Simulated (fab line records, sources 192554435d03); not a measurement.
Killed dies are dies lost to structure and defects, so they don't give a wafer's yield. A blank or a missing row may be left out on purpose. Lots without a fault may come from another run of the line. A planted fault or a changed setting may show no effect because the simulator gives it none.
Chamber matching | flow n5_finfet | N5_BEOL_M8_ALD_77 on ald_metal-04: 4 sister chambers
The step deposits TaN, target thk 2 nm, pulse time 2 s, purge time 3 s. 8 wafers are shown with their chamber, then 10 later ones without.

WAFERS WITH THEIR CHAMBER
wafer  | chamber | heater_power_w (W)
L079.5 | 0       | 378
L085.2 | 1       | 380
L085.3 | 3       | 370
L085.4 | 0       | 370
L085.5 | 1       | 374
L085.6 | 2       | 366
L087.1 | 2       | 368
L087.4 | 3       | 369

WAFERS WITHOUT THEIR CHAMBER
wafer  | heater_power_w (W)
L087.5 | 378
L090.1 | 373
L090.3 | 375
L090.6 | 351
L096.3 | 370
L096.4 | 373
L096.5 | 359
L097.1 | 375
L097.3 | 365
L097.4 | 366

WHICH CHAMBER EACH WENT THROUGH
wafer  | from the rows above               | in truth
L087.5 | can't be placed: 1 or 0           | 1
L090.1 | can't be placed: 0 or 3 or 1 or 2 | 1
L090.3 | can't be placed: 0 or 1 or 3 or 2 | 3
L090.6 | can't be placed: 2 or 3 or 0      | 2
L096.3 | can't be placed: 3 or 2 or 0 or 1 | 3
L096.4 | can't be placed: 0 or 3 or 1 or 2 | 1
L096.5 | can't be placed: 2 or 3 or 0      | 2
L097.1 | can't be placed: 0 or 1 or 3 or 2 | 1
L097.3 | can't be placed: 2 or 3 or 0      | 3
L097.4 | can't be placed: 2 or 3 or 0      | 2
Placed correctly: 0 of 10. Can't be placed from these rows: 10 (the true chamber is among the candidates in 10). Placed wrongly: 0.
How it was worked out, from the rows above alone: a wafer's distance from a chamber is the root of the sum, over the readings, of the square of ((its reading less the chamber's mean) divided by the reading's scatter). The wafer belongs to the nearest chamber; if the next one is less than 2 further off, it can't be placed. A chamber's mean is the mean of its shown wafers. The scatter: the root of (the sum of the squares of (reading less its chamber's mean) over the shown wafers, divided by (wafers less chambers)).
